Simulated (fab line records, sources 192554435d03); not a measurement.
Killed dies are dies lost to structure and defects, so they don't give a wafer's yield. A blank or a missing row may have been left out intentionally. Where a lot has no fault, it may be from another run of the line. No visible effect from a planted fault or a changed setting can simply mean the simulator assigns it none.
fab line records	flow n5-finfet
[record] lots = 7	wafers = 21
route steps=1938 shown BEOL_M9@1446 BEOL_M11@1539 BEOL_M12@1639
start-h: hours from the record's first day to the start of the lot's first wafer shown	wait-h: hours since the lot's step before	" the same as in the row above	L1.1+2: several wafers, shown together as one row	- either no value or no given start	* or withheld: withheld	< > ~ a bound
route shown NAME@n: a module of which the file shows steps, and the number in the route of the first	usual: mean/standard deviation of fault-free wafers	same: alike in all rows	chamber/n: place in a boat	sites: the reading at each site	_std_site: standard deviation of those values	_edge_site: mean of outer sites minus mean of inner sites	radius-mm: how far each site lies from the wafer's centre	mask NAME#n: copy n	behind: tool/chamber where the wafer was last shaped	hold: what put the lot on hold/how long, in hours/how the hold closed	device: which transistor (n, p or np) failed to switch	end of line: tests of these same wafers at the route's end	where a step has no rows: the recipe by itself	killed: count of dies lost to structure and defects at first sort (not the wafer's yield)	map: shows each die of a wafer: x if killed, . if not, _ if none is there
set.NAME: the setting the step ran with; set.NAME@STEP: the setting that earlier step ran with	model.NAME: the simulator's own value behind a step, which no gauge read
lots whose settings were changed on purpose; a table a step, a row a wafer
[[steps]]
[step N5_BEOL_M9_TRENCH_ETCH_37]
[recipe] chemistry = C4F6/O2	target-depth-a = 1514.3	target = SiCOH_lowk	time-s = 49	ion-energy-ev = 250	pressure-mtorr = 30	source-w = 345	bias-w = 185	Ar_flow_sccm = 300	C4F6_flow_sccm = 10	O2_flow_sccm = 10
lot.wafer	tool	chamber	start-h	wait-h	set.time-s	model.BEOL_M9.feature-depth-nm	model.etch.depth-nm
L077.1	rie-diel-06	3	-	-	49	153.6	153.6
L077.5	"	1	"	"	54.43	170.8	170.9
L077.6	"	0	"	"	54.43	165.6	165.6
L080.1	rie-diel-02	0	-	-	49	149	149
L080.3	"	2	"	"	54	161.6	161.5
L080.6	"	3	"	"	49	149.2	149.3
L081.1	rie-diel-03	2	-	-	49	150.4	150.3
L081.2	"	1	"	"	39.44	120	120
L081.5	"	3	"	"	49	146.2	146.2
L082.2	rie-diel-03	1	-	-	49	150	150.1
L082.3	"	0	"	"	57.61	173	172.9
L082.4	"	0	"	"	57.61	172.8	172.7
L086.2	rie-diel-06	1	-	-	49	154.2	154.2
L086.5	"	1	"	"	49	153.8	153.7
L086.6	"	3	"	"	55.18	171.8	171.8
L091.3	rie-diel-06	1	-	-	49	153.4	153.4
L091.4	"	2	"	"	49	149	149
L091.6	"	2	"	"	49	149.4	149.5
L093.2	rie-diel-02	0	-	-	49	147.4	147.4
L093.3	"	2	"	"	49	149.2	149.2
L093.5	"	1	"	"	49	148	147.9
[step N5_BEOL_M9_ETCH_41]
[recipe] chemistry = CH3F/O2	target = SiCN	target-depth-a = 366	taper-deg = 2	time-s = 70.1	ion-energy-ev = 120	mask-material = TiN	pressure-mtorr = 30	source-w = 395	bias-w = 75	Ar_flow_sccm = 150	CH3F_flow_sccm = 30	O2_flow_sccm = 20
[step N5_BEOL_M9_STRIP_80]
[recipe] chemistry = N2/H2	time-s = 10	power-w = 450	temp-c = 40	pressure-mtorr = 20	rf-frequency-hz = 6e+07	bias-power-w = 7	n2-flow-sccm = 200	h2-flow-sccm = 200
[step N5_BEOL_M9_OCD_MEAS_38]
[usual] trench-depth-nm = 149.9/2.6
lot.wafer	tool	chamber	start-h	wait-h	set.time-s@BEOL_M9_TRENCH_ETCH_37	trench-depth-nm
L077.1	ocd-01	-	234.64	-	49	153.5
L077.5	"	-	"	"	54.43	170.8
L077.6	"	-	"	"	54.43	165.7
L080.1	ocd-01	-	237.46	-	49	149.4
L080.3	"	-	"	"	54	161.4
L080.6	"	-	"	"	49	149.3
L081.1	ocd-01	-	241.75	-	49	150.3
L081.2	"	-	"	"	39.44	119.8
L081.5	"	-	"	"	49	146.3
L082.2	ocd-02	-	262.70	-	49	150.0
L082.3	"	-	"	"	57.61	173.2
L082.4	"	-	"	"	57.61	172.4
L086.2	ocd-02	-	269.32	-	49	153.9
L086.5	"	-	"	"	49	153.1
L086.6	"	-	"	"	55.18	171.3
L091.3	ocd-01	-	305.77	-	49	153.3
L091.4	"	-	"	"	49	149.0
L091.6	"	-	"	"	49	149.3
L093.2	ocd-02	-	315.15	-	49	147.6
L093.3	"	-	"	"	49	150.1
L093.5	"	-	"	"	49	148.0
[step N5_BEOL_M9_HM_STRIP_39]
[recipe] chemistry = peroxide-tin-strip	material = TiN	target-depth-a = 250	temp-c = 50	time-s = 158
[step N5_BEOL_M9_SRD_40]
[recipe] time-s = 30	temp-c = 23	rinse-liquid = diw	dry = ipa-marangoni
[step N5_BEOL_M9_ECD_50]
[recipe] material = Cu	target-thk-a = 3180
[step N5_BEOL_M9_ANNEAL_51]
[recipe] temp-c = 225	time-s = 90	ambient = N2
[step N5_BEOL_M9_CMP_52]
[recipe] stop-on = SiCOH_lowk	t-overpolish-s = 7	down-force-psi = 1	platen-rpm = 50	clearing-platen-down-force-psi = 1.5	clearing-platen-rpm = 50	post-cmp-clean = cu-alkaline	target-thk-nm = 140	clearing-platen-pad-velocity-m-s = 0.99484	pad-velocity-m-s = 0.99484
lot.wafer	tool	chamber	start-h	wait-h	set.time-s@BEOL_M9_TRENCH_ETCH_37	model.Cu_of_BEOL_M9_ECD_50.thk-nm
L077.1	cmp-04	1	237.19	0.4	49	144.2
L077.5	"	2	"	"	54.43	159
L077.6	"	3	"	"	54.43	152
L080.3	cmp-04	0	239.66	0.2	54	149.8
L080.1	"	2	"	"	49	137.6
L080.6	"	0	"	"	49	138.6
L081.1	cmp-04	3	243.74	0.3	49	136.2
L081.2	"	1	"	"	39.44	110.2
L081.5	"	0	"	"	49	135.6
L082.3	cmp-02	1	264.61	0.2	57.61	163.2
L082.2	"	2	"	"	49	140.6
L082.4	"	3	"	"	57.61	161.6
L086.2	cmp-01	2	271.66	0.3	49	142.4
L086.6	"	3	"	"	55.18	161.6
L086.5	"	0	"	"	49	139.4
L091.3	cmp-02	1	307.75	0.2	49	144.2
L091.4	"	2	"	"	49	141.6
L091.6	"	3	"	"	49	140.6
L093.3	cmp-02	3	318.10	0.2	49	138.2
L093.2	"	0	"	"	49	134.2
L093.5	"	2	"	"	49	139.8
[step N5_BEOL_M9_THK_MEAS_53]
[recipe] thk-meas-gauge = xrf	reads = Cu_of_BEOL_M9_ECD_50
[usual] M9_THK = 142/3.2
lot.wafer	tool	chamber	start-h	wait-h	set.time-s@BEOL_M9_TRENCH_ETCH_37	M9_THK[nm]
L077.1	film-metro-02	-	237.37	-	49	150
L077.5	"	-	"	"	54.43	165
L077.6	"	-	"	"	54.43	159
L080.1	film-metro-01	-	239.91	-	49	141
L080.3	"	-	"	"	54	153
L080.6	"	-	"	"	49	141
L081.1	film-metro-02	-	244.03	-	49	140
L081.2	"	-	"	"	39.44	114
L081.5	"	-	"	"	49	140
L082.2	film-metro-01	-	264.86	-	49	146
L082.3	"	-	"	"	57.61	169
L082.4	"	-	"	"	57.61	168
L086.2	film-metro-01	-	271.85	-	49	147
L086.5	"	-	"	"	49	143
L086.6	"	-	"	"	55.18	166
L091.3	film-metro-02	-	307.97	-	49	147
L091.4	"	-	"	"	49	145
L091.6	"	-	"	"	49	144
L093.2	film-metro-02	-	318.32	-	49	137
L093.3	"	-	"	"	49	141
L093.5	"	-	"	"	49	143
[step N5_BEOL_M9_PRE_CLEAN_55]
[recipe] gas = NH3	time-s = 15	temp-c = withheld	rf-power-w = 300
[step N5_BEOL_M9_DEP_56]
[recipe] material = SiCN	target-thk-a = 150	temp-c = withheld	precursor = 3MS/NH3	pressure-torr = 3	rf-w = 202	time-s = 26.5
[step N5_BEOL_M9_RS_MEAS_57]
[recipe] thk-meas-gauge = four-point-probe	reads = Cu_of_BEOL_M9_ECD_50+Co_of_BEOL_M9_CVD_78+TaN_of_BEOL_M9_ALD_74
[usual] M9_RS = 0.152/0.0036
lot.wafer	tool	chamber	start-h	wait-h	set.time-s@BEOL_M9_TRENCH_ETCH_37	M9_RS[ohm/sq]
L077.1	film-metro-02	-	237.51	0.1	49	0.146
L077.5	"	-	"	"	54.43	0.131
L077.6	"	-	"	"	54.43	0.138
L080.1	film-metro-01	-	240.08	0.1	49	0.154
L080.3	"	-	"	"	54	0.140
L080.6	"	-	"	"	49	0.152
L081.1	film-metro-02	-	244.17	0.1	49	0.156
L081.2	"	-	"	"	39.44	0.197
L081.5	"	-	"	"	49	0.156
L082.2	film-metro-02	-	265.00	0.1	49	0.150
L082.3	"	-	"	"	57.61	0.127
L082.4	"	-	"	"	57.61	0.129
L086.2	film-metro-02	-	271.98	0.1	49	0.148
L086.5	"	-	"	"	49	0.151
L086.6	"	-	"	"	55.18	0.129
L091.3	film-metro-01	-	308.11	0.1	49	0.146
L091.4	"	-	"	"	49	0.149
L091.6	"	-	"	"	49	0.150
L093.2	film-metro-01	-	318.49	0.1	49	0.158
L093.3	"	-	"	"	49	0.153
L093.5	"	-	"	"	49	0.151
[step N5_BEOL_M11_PECVD_70]
[recipe] material = SiO2	target-thk-a = 200	temp-c = 400	precursor = TEOS/O2	pressure-torr = 5.5	rf-w = 450	teos-flow-sccm = 53.8	gas = O2	flow-sccm = 3000	time-s = 22.7
lot.wafer	tool	chamber	start-h	wait-h	set.time-s	model.SiO2_of_BEOL_M11_PECVD_70.thk-nm
L077.1	pecvd-01	2	245.11	0.0	21.83	19.2
L077.5	"	2	"	"	22.7	20.4
L077.6	"	1	"	"	21.83	19.8
L080.1	pecvd-03	1	248.40	0.0	22.7	19.4
L080.3	"	2	"	"	22.7	19.6
L080.6	"	1	"	"	22.7	19.8
L081.1	pecvd-03	2	252.51	0.0	22.7	19.4
L081.2	"	0	"	"	21.37	18.6
L081.5	"	2	"	"	22.7	19.8
L082.2	pecvd-02	1	272.49	0.0	22.7	19.6
L082.3	"	2	"	"	25.02	21.6
L082.4	"	1	"	"	22.7	20.2
L086.2	pecvd-03	2	279.23	0.0	22.7	19.6
L086.5	"	0	"	"	22.7	20.2
L086.6	"	2	"	"	25.98	23
L091.3	pecvd-01	1	318.13	0.0	22.7	20
L091.4	"	0	"	"	22.7	19.6
L091.6	"	2	"	"	22.7	20.6
L093.2	pecvd-01	1	331.13	0.0	22.7	20
L093.3	"	0	"	"	22.7	19.6
L093.5	"	1	"	"	22.7	20.6
[step N5_BEOL_M11_EXPOSE_25]
[recipe] mask-id = V10	na = 1.35	source-shape = annular	sigma-inner = 0.5	sigma-outer = 0.8	polarization = unpolarized	dose-mj = 85.5
lot.wafer	tool	chamber	start-h	wait-h	mask	set.dose-mj
L077.1+5	arfi-scanner-02	0	247.35	-	V10#0	82.28
L077.6	"	0	"	"	V10#0	85.5
L080.1+3+6	arfi-scanner-02	0	250.43	-	V10#0	90.93
L081.1	arfi-scanner-03	0	255.49	-	V10#0	85.5
L081.2+5	"	0	"	"	V10#0	88.58
L082.2+3+4	arfi-scanner-03	0	274.31	-	V10#0	85.5
L086.2+5	arfi-scanner-02	0	282.57	-	V10#0	85.5
L086.6	"	0	"	"	V10#0	88.38
L091.3+4+6	arfi-scanner-01	0	322.08	-	V10#0	85.5
L093.2	arfi-scanner-03	0	333.14	-	V10#0	81.77
L093.3+5	"	0	"	"	V10#0	85.5
[step N5_BEOL_M11_PEB_26]
[recipe] peb-temp-c = withheld	peb-time-s = 60	resist = CAR-ArF
[step N5_BEOL_M11_DEVELOP_27]
[recipe] develop-time-s = 30	developer = TMAH	resist = CAR-ArF	rinse-liquid = diw	dry = air-spin	dev-temp-c = 23
[step N5_BEOL_M11_CD_MEAS_28]
[recipe] target-cd-nm = 70	landing-energy-ev = 500	detector = se-inlens	polarity = opening
[usual] cd-nm = 70.7/1.3
lot.wafer	tool	chamber	start-h	wait-h	set.dose-mj@BEOL_M11_EXPOSE_25	cd-nm
L077.1	cd-sem-01	0	247.48	-	82.28	67.0
L077.5	"	0	"	"	82.28	66.8
L077.6	"	0	"	"	85.5	68.7
L080.1	cd-sem-01	0	250.56	-	90.93	77.1
L080.3	"	0	"	"	90.93	75.2
L080.6	"	0	"	"	90.93	76.7
L081.1	cd-sem-03	0	255.62	-	85.5	70.9
L081.2	"	0	"	"	88.58	74.5
L081.5	"	0	"	"	88.58	73.5
L082.2	cd-sem-03	0	274.43	-	85.5	69.8
L082.3	"	0	"	"	85.5	71.2
L082.4	"	0	"	"	85.5	71.4
L086.2	cd-sem-02	0	282.70	-	85.5	69.3
L086.5	"	0	"	"	85.5	69.8
L086.6	"	0	"	"	88.38	72.5
L091.3	cd-sem-03	0	322.20	-	85.5	71.5
L091.4	"	0	"	"	85.5	72.7
L091.6	"	0	"	"	85.5	72.4
L093.2	cd-sem-03	0	333.26	-	81.77	67.9
L093.3	"	0	"	"	85.5	71.8
L093.5	"	0	"	"	85.5	70.3
[step N5_BEOL_M12_TRENCH_ETCH_34]
[recipe] chemistry = C4F8/O2/Ar	target = SiOC	target-depth-a = 3189.5	mask-material = SOC	pressure-mtorr = 30	source-w = 3000	bias-w = 700	Ar_flow_sccm = 400	C4F8_flow_sccm = 15	O2_flow_sccm = 8	he-inner-torr = 15	he-outer-torr = 30	time-s = 125.5	ion-energy-ev = 250
lot.wafer	tool	chamber	start-h	wait-h	set.time-s	model.etch.depth-nm
L077.1	rie-diel-04	3	253.54	0.0	136	348.8
L077.5	"	3	"	"	125.5	324
L077.6	"	0	"	"	136	341
L080.1	rie-diel-04	3	257.64	0.0	125.5	321.1
L080.3	"	1	"	"	99.26	254.1
L080.6	"	2	"	"	125.5	318.6
L081.1	rie-diel-01	3	262.06	0.0	125.5	321.5
L081.2	"	2	"	"	125.5	317
L081.5	"	2	"	"	113.5	286.6
L082.2	rie-diel-01	0	279.86	0.0	125.5	310.6
L082.3	"	3	"	"	153	388.2
L082.4	"	3	"	"	125.5	318.9
L086.2	rie-diel-05	0	289.96	0.0	138.4	353.8
L086.5	"	0	"	"	125.5	323.2
L086.6	"	3	"	"	138.4	360.6
L091.3	rie-diel-05	1	327.40	0.0	125.5	319.8
L091.4	"	2	"	"	125.5	303.8
L091.6	"	3	"	"	125.5	322.8
L093.2	rie-diel-05	1	338.92	0.0	125.5	322.7
L093.3	"	0	"	"	125.5	323.7
L093.5	"	0	"	"	125.5	325.5
[step N5_BEOL_M12_STRIP_70]
[recipe] chemistry = C4F8/O2/Ar	resist = SiARC	rf-frequency-hz = 6e+07
[step N5_BEOL_M12_OCD_MEAS_35]
[usual] trench-depth-nm = 320/6.2
lot.wafer	tool	chamber	start-h	wait-h	set.time-s@BEOL_M12_TRENCH_ETCH_34	trench-depth-nm
L077.1	ocd-02	-	253.69	0.0	136	349
L077.5	"	-	"	"	125.5	324
L077.6	"	-	"	"	136	342
L080.1	ocd-02	-	257.80	0.0	125.5	321
L080.3	"	-	"	"	99.26	254
L080.6	"	-	"	"	125.5	318
L081.1	ocd-01	-	262.21	0.0	125.5	322
L081.2	"	-	"	"	125.5	317
L081.5	"	-	"	"	113.5	287
L082.2	ocd-01	-	280.02	0.0	125.5	311
L082.3	"	-	"	"	153	388
L082.4	"	-	"	"	125.5	319
L086.2	ocd-02	-	290.11	0.0	138.4	354
L086.5	"	-	"	"	125.5	323
L086.6	"	-	"	"	138.4	361
L091.3	ocd-01	-	327.55	0.0	125.5	320
L091.4	"	-	"	"	125.5	304
L091.6	"	-	"	"	125.5	323
L093.2	ocd-02	-	339.08	0.0	125.5	323
L093.3	"	-	"	"	125.5	324
L093.5	"	-	"	"	125.5	326
[step N5_BEOL_M12_SPUTTER_45]
[recipe] material = Cu	target-thk-a = 800	temp-c = -20	bias-v = 60	power-w = 26000	chamber-pressure-pa = 0.13	time-s = 13.33
lot.wafer	tool	chamber	start-h	wait-h	set.time-s
L077.1+5+6	pvd-sputter-02	-	254.26	0.0	13.33
L080.1+3	pvd-sputter-01	-	260.18	0.0	13.33
L080.6	"	-	"	"	14.23
L081.1	pvd-sputter-02	-	263.36	0.0	13.33
L081.2+5	"	-	"	"	14.54
L082.2+3	pvd-sputter-01	-	282.56	0.0	11.93
L082.4	"	-	"	"	13.33
L086.2	pvd-sputter-02	-	292.47	0.0	11.75
L086.5+6	"	-	"	"	13.33
L091.3+4+6	pvd-sputter-03	-	331.63	0.0	13.33
L093.2+5	pvd-sputter-03	-	341.50	0.0	12.23
L093.3	"	-	"	"	13.33
[step N5_BEOL_M12_ECD_47]
[recipe] material = Cu	target-thk-a = 7200
[step N5_BEOL_M12_ANNEAL_48]
[recipe] temp-c = 225	time-s = 90	ambient = N2
[step N5_BEOL_M12_CMP_49]
[recipe] stop-on = SiOC	t-overpolish-s = 20.6	down-force-psi = 1	platen-rpm = 50	clearing-platen-down-force-psi = 1.5	clearing-platen-rpm = 50	post-cmp-clean = cu-alkaline	target-thk-nm = 320	clearing-platen-pad-velocity-m-s = 0.99484	pad-velocity-m-s = 0.99484
lot.wafer	tool	chamber	start-h	wait-h	set.time-s@BEOL_M12_TRENCH_ETCH_34	model.Cu_of_BEOL_M12_ECD_47.thk-nm
L077.1	cmp-03	3	254.93	0.4	136	349.2
L077.5	"	0	"	"	125.5	326.2
L077.6	"	1	"	"	136	338.2
L080.3	cmp-03	2	260.89	0.2	99.26	252.8
L080.1	"	3	"	"	125.5	323.6
L080.6	"	3	"	"	125.5	-
L081.2	cmp-02	1	263.94	0.2	125.5	-
L081.1	"	2	"	"	125.5	326.2
L081.5	"	1	"	"	113.5	-
L082.2	cmp-03	2	283.47	0.2	125.5	-
L082.3	"	3	"	"	153	-
L082.4	"	1	"	"	125.5	317.4
L086.2	cmp-02	1	293.31	0.3	138.4	-
L086.6	"	2	"	"	138.4	363.8
L086.5	"	3	"	"	125.5	325.8
L091.3	cmp-03	3	332.59	0.2	125.5	321.8
L091.4	"	0	"	"	125.5	305
L091.6	"	1	"	"	125.5	321.2
L093.2+5	cmp-04	1	342.31	0.2	125.5	-
L093.3	"	2	"	"	125.5	324.6
[step N5_BEOL_M12_PRE_CLEAN_52]
[recipe] gas = NH3	time-s = 15	temp-c = withheld	rf-power-w = 300
[step N5_BEOL_M12_DEP_53]
[recipe] material = SiCN	target-thk-a = 300	temp-c = withheld	precursor = 3MS/NH3	pressure-torr = 3	rf-w = 675	time-s = 10.5
[step N5_BEOL_M12_RS_MEAS_54]
[recipe] thk-meas-gauge = four-point-probe	reads = Cu_of_BEOL_M12_ECD_47+Ta_of_BEOL_M12_SPUTTER_44+TaN_of_BEOL_M12_SPUTTER_43
[usual] M12_RS = 0.0599/0.0013
lot.wafer	tool	chamber	start-h	wait-h	set.time-s@BEOL_M12_TRENCH_ETCH_34	M12_RS[ohm/sq]
L077.1	film-metro-02	-	255.23	0.0	136	0.0548
L077.5	"	-	"	"	125.5	0.0587
L077.6	"	-	"	"	136	0.0566
L080.1	film-metro-01	-	261.31	0.0	125.5	0.0593
L080.3	"	-	"	"	99.26	0.0769
L080.6	"	-	"	"	125.5	0.0599
L081.1	film-metro-01	-	264.36	0.0	125.5	0.0590
L081.2	"	-	"	"	125.5	0.0599
L081.5	"	-	"	"	113.5	0.0664
L082.2	film-metro-01	-	283.89	0.0	125.5	0.0623
L082.3	"	-	"	"	153	0.0489
L082.4	"	-	"	"	125.5	0.0606
L086.2	film-metro-01	-	293.62	0.0	138.4	0.0538
L086.5	"	-	"	"	125.5	0.0590
L086.6	"	-	"	"	138.4	0.0525
L091.3	film-metro-01	-	332.94	0.0	125.5	0.0597
L091.4	"	-	"	"	125.5	0.0631
L091.6	"	-	"	"	125.5	0.0598
L093.2	film-metro-02	-	342.72	0.1	125.5	0.0593
L093.3	"	-	"	"	125.5	0.0590
L093.5	"	-	"	"	125.5	0.0587
[[key]]
[split] step = N5_BEOL_M9_TRENCH_ETCH_37	setting = time-s	stated = 49	by = wafer
[response] step = N5_BEOL_M9_TRENCH_ETCH_37	reading = model.BEOL_M9.feature-depth-nm	change = +1.37	per = 1%	r = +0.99
[response] step = N5_BEOL_M9_TRENCH_ETCH_37	reading = model.etch.depth-nm	change = +1.36	per = 1%	r = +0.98
[response] step = N5_BEOL_M9_OCD_MEAS_38	reading = trench-depth-nm	change = +1.36	per = 1%	r = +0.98
[response] step = N5_BEOL_M9_CMP_52	reading = model.Cu_of_BEOL_M9_ECD_50.thk-nm	change = +1.29	per = 1%	r = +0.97
[response] step = N5_BEOL_M9_THK_MEAS_53	reading = M9_THK	change = +1.33	per = 1%	r = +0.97
[response] step = N5_BEOL_M9_RS_MEAS_57	reading = M9_RS	change = -0.00158	per = 1%	r = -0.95
[split] step = N5_BEOL_M11_PECVD_70	setting = time-s	stated = 22.7	by = wafer
[response] step = N5_BEOL_M11_PECVD_70	reading = model.SiO2_of_BEOL_M11_PECVD_70.thk-nm	change = +0.197	per = 1%	r = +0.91
[split] step = N5_BEOL_M11_EXPOSE_25	setting = dose-mj	stated = 85.5	by = wafer
[response] step = N5_BEOL_M11_CD_MEAS_28	reading = cd-nm	change = +0.728	per = 1%	r = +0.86
[split] step = N5_BEOL_M12_TRENCH_ETCH_34	setting = time-s	stated = 125.5	by = wafer
[response] step = N5_BEOL_M12_TRENCH_ETCH_34	reading = model.etch.depth-nm	change = +3.23	per = 1%	r = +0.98
[response] step = N5_BEOL_M12_OCD_MEAS_35	reading = trench-depth-nm	change = +3.23	per = 1%	r = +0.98
[response] step = N5_BEOL_M12_CMP_49	reading = model.Cu_of_BEOL_M12_ECD_47.thk-nm	change = +3.25	per = 1%	r = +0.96
[response] step = N5_BEOL_M12_RS_MEAS_54	reading = M12_RS	change = -0.000666	per = 1%	r = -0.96
[split] step = N5_BEOL_M12_SPUTTER_45	setting = time-s	stated = 13.33	by = wafer
response none clear
